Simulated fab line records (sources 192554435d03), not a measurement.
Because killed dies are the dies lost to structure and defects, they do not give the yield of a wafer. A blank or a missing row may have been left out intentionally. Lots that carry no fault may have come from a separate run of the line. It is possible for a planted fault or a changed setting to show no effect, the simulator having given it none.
Split-lot trial | flow n5 finfet | 7 lots, 21 wafers read, on a route of 1938 steps

## ON THE SPLIT
At N5_BEOL_M5_COAT_05 (resist thk 30 nm), the setting spin rpm was moved away from the recipe's 1500 rpm on 4 of the 21 wafers read, by -10.1% to +5.5%. The other wafers ran this setting at the recipe's value.

## FROM THE SPLIT TO THE READING: what the file shows between them, 5 steps
- N5_BEOL_M5_EBR_07
- N5_BEOL_M5_SOFTBAKE_06: time 60 s
- N5_BEOL_M5_EXPOSE_08: exposes mask M5, target cd 28 nm
- N5_BEOL_M5_PEB_09: peb time 60 s
- N5_BEOL_M5_DEVELOP_10: develop time 30 s

## THE READING
CAR-EUV_of_BEOL_M5_COAT_05.thk nm (the simulator's own value, which no gauge read), in nm, at N5_BEOL_M5_DESCUM_16 (chemistry O2, time 7 s). The file does not state a usual value for it. Average 26.2 nm, standard deviation 0.13 nm, over the 17 wafers here run with the recipe.

wafer  | tool, chamber at the split | spin rpm as run, rpm | against the recipe | CAR-EUV_of_BEOL_M5_COAT_05.thk nm, nm | against lot-mates on the recipe
L077.3 | litho track-02, 0          | 1500                 | recipe             | 26.2                                  | -
L077.4 | litho track-02, 0          | 1500                 | recipe             | 26.2                                  | -
L077.5 | litho track-02, 0          | 1500                 | recipe             | 26.2                                  | -
L079.3 | litho track-04, 0          | 1500                 | recipe             | 26.2                                  | -
L079.5 | litho track-04, 0          | 1500                 | recipe             | 26.2                                  | -
L079.6 | litho track-04, 0          | 1500                 | recipe             | 26.4                                  | -
L082.4 | litho track-03, 0          | 1500                 | recipe             | 26                                    | -
L082.5 | litho track-03, 0          | 1500                 | recipe             | 26                                    | -
L082.6 | litho track-03, 0          | 1500                 | recipe             | 26                                    | -
L091.3 | litho track-04, 0          | 1500                 | recipe             | 26.2                                  | -
L091.4 | litho track-04, 0          | 1500                 | recipe             | 26.2                                  | -
L091.5 | litho track-04, 0          | 1583                 | +5.5%              | 25.2                                  | -1.0
L093.1 | litho track-03, 0          | 1500                 | recipe             | 26                                    | -
L093.2 | litho track-03, 0          | 1500                 | recipe             | 26                                    | -
L093.4 | litho track-03, 0          | 1349                 | -10.1%             | 27.6                                  | +1.6
L095.2 | litho track-02, 0          | 1500                 | recipe             | 26                                    | -
L095.5 | litho track-02, 0          | 1364                 | -9.1%              | 27.6                                  | +1.6
L095.6 | litho track-02, 0          | 1364                 | -9.1%              | 27.4                                  | +1.4
L094.2 | litho track-04, 0          | 1500                 | recipe             | 26.2                                  | -
L094.4 | litho track-04, 0          | 1500                 | recipe             | 26.2                                  | -
L094.6 | litho track-04, 0          | 1500                 | recipe             | 26.4                                  | -

FIT RESULTS
A straight line over all 21 wafers: CAR-EUV_of_BEOL_M5_COAT_05.thk nm changes by -0.15 nm for each +1% of spin rpm; r = -0.97; the points scatter about the line by 0.13 nm.
The same after taking each lot's own level away (the mean of its wafers on the recipe; 21 wafers): -0.165 nm for each +1%; r = -0.99; scatter 0.066 nm.
Per that fit: largest spin rpm move, reading shift of 1.7 nm.
From 26.00 to 26.27 nm: that is the span of the lots' own levels, equal to 2.1 times the standard deviation above.
The two slopes agree, so the slope changes little with the lot-to-lot level.
Check: +1.69 nm against its lot-mates is what the line predicts for one of the wafers moved furthest among these (-10.1%) when that wafer is left out of the fit. It came out at +1.6 nm against them.

## OTHER SPLITS APPLIED TO THESE WAFERS
Note: prior to the reading, these wafers also went through further splits. Each is held against what the fit with the lots' levels taken away leaves over:
other split on the same wafers    | wafers away from the commonest value | r with CAR-EUV_of_BEOL_M5_COAT_05.thk nm (lot level and that fit taken away)
N5_BEOL_M2_EXPOSE_25 dose mj      | 4                                    | +0.20
N5_BEOL_M3_COAT_05 spin rpm       | 9                                    | +0.00
N5_BEOL_M3_TRENCH_ETCH_37 time s  | 8                                    | +0.49
N5_BEOL_M3_ETCH_41 target depth a | 10                                   | -0.10
N5_BEOL_M4_TRENCH_ETCH_37 bias w  | 8                                    | -0.18
N5_BEOL_M5_ILD_DEP_00 time s      | 7                                    | +0.02

## THE WHOLE CHAIN: every reading that the file lists as answering this split, in the file's order
step                  | what it does           | reading                                                                            | change (the file's fit)               | r (the file's)
N5_BEOL_M5_COAT_05    | resist thk 30 nm       | CAR-EUV_of_BEOL_M5_COAT_05.thk nm (the simulator's own value, which no gauge read) | -0.159 nm for each +1% of the setting | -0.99
N5_BEOL_M5_DEVELOP_10 | develop time 30 s      | CAR-EUV_of_BEOL_M5_COAT_05.thk nm (the simulator's own value, which no gauge read) | -0.154 nm for each +1% of the setting | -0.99
N5_BEOL_M5_DESCUM_16  | chemistry O2, time 7 s | CAR-EUV_of_BEOL_M5_COAT_05.thk nm (the simulator's own value, which no gauge read) | -0.165 nm for each +1% of the setting | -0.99

## THE FILE'S OWN FIT
CAR-EUV_of_BEOL_M5_COAT_05.thk nm changes by -0.165 nm for each +1% of spin rpm, r = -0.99.
